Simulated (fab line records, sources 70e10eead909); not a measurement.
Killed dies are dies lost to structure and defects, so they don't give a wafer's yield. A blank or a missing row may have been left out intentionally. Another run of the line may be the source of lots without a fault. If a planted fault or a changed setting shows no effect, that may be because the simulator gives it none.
Comparing a struck lot with a sound one / flow nand-harc / 14 out of 1302 route steps
Sound: these wafers, L336.1, L336.2, L336.6. Struck: wafer L341.3 (left out: L341.2, a lot-mate that was not struck); the cause follows at the end.
For every step that has rows: the tool of each side, followed by ch and its chambers, followed by its first start. Under that, the readings that differ: sound wafers / struck wafers / difference of the means / sigmas: that difference in standard deviations of wafers without a fault.
alike: words and numbers the same on both sides, and readings whose means are apart by under 2 such deviations; not compared: readings that were withheld, readings missing a value for some wafer, numbers with overlapping values and no deviation given by the record, and bounds like >300 which may hide the same value.
The two part at a step that has a row with sigmas, a row that says differs or no value, or rows on one side only. Numbers that don't overlap but have no deviation are shown without sigmas and don't part them. A reading that every wafer of one side lacks parts them only if that side has two wafers or more.

first, 1 step without rows for these wafers: NHARC_A_ONON_D1_DEP_09 (target thk 1000 nm).
NHARC_A_ONON_D1_THK_MEAS_11: measures by ellipsometry.
  sound: film-metro-02 at day 8 09:29; struck: film-metro-01 at day 10 16:55
  alike: thk-nm
next comes 1 step that has no rows for these wafers: NHARC_A_ONON_D1_DEP_12 (target thickness 1000 nm).
NHARC_A_ONON_D1_THK_MEAS_14: measures by ellipsometry.
  sound: film-metro-01 at day 8 10:03; struck: film-metro-02 at day 10 17:28
  alike: thk-nm
then, 2 steps without rows for these wafers: NHARC_A_ONON_D1_ANNEAL_15 (time 3600 s); NHARC_A_ONON_D1_DEP_16 (target thk 1000 nm).
NHARC_A_ONON_D1_THK_MEAS_18: measures by ellipsometry.
  sound: film-metro-02 at day 8 18:11; struck: film-metro-01 at day 11 01:26
  alike: thk-nm
next comes 1 step that has no rows for these wafers: NHARC_A_ONON_D1_DEP_19 (target thickness 1000 nm).
NHARC_A_ONON_D1_THK_MEAS_21: measures by ellipsometry.
  sound: film-metro-01 at day 8 18:46; struck: film-metro-02 at day 11 01:59
reading=thk-nm (nm); sound=983 986 985; struck=1015; difference=+30; sigmas=+3
next comes 1 step that has no rows for these wafers: NHARC_A_ONON_D1_DEP_22 (target thickness 1000 nm).
NHARC_A_ONON_D1_THK_MEAS_24: measures by ellipsometry.
  sound: film-metro-02 at day 8 19:19; struck: film-metro-01 at day 11 02:33
reading=thk-nm (nm); sound=982 982 985; struck=1008; difference=+25; sigmas=+2
NHARC_A_ONON_D1_DEP_25: target thk 1000 nm.
  sound on pecvd-onon-01 ch 0, day 8 19:23; struck on pecvd-onon-04 ch 0, day 11 02:40
  alike: nh3-flow-sccm
NHARC_A_ONON_D1_THK_MEAS_27: measures by ellipsometry.
  sound: film-metro-02 at day 8 19:53; struck: film-metro-02 at day 11 03:07
reading=thk-nm (nm); sound=998 996 998; struck=876; difference=-121; sigmas=-14
next comes 1 step that has no rows for these wafers: NHARC_A_ONON_D1_DEP_28 (target thickness 1000 nm).

== WHERE THEY PART ==
Last at NHARC_A_ONON_D1_THK_MEAS_27 as far as this record goes, first at NHARC_A_ONON_D1_THK_MEAS_21.

WHY: whatever the simulator had introduced
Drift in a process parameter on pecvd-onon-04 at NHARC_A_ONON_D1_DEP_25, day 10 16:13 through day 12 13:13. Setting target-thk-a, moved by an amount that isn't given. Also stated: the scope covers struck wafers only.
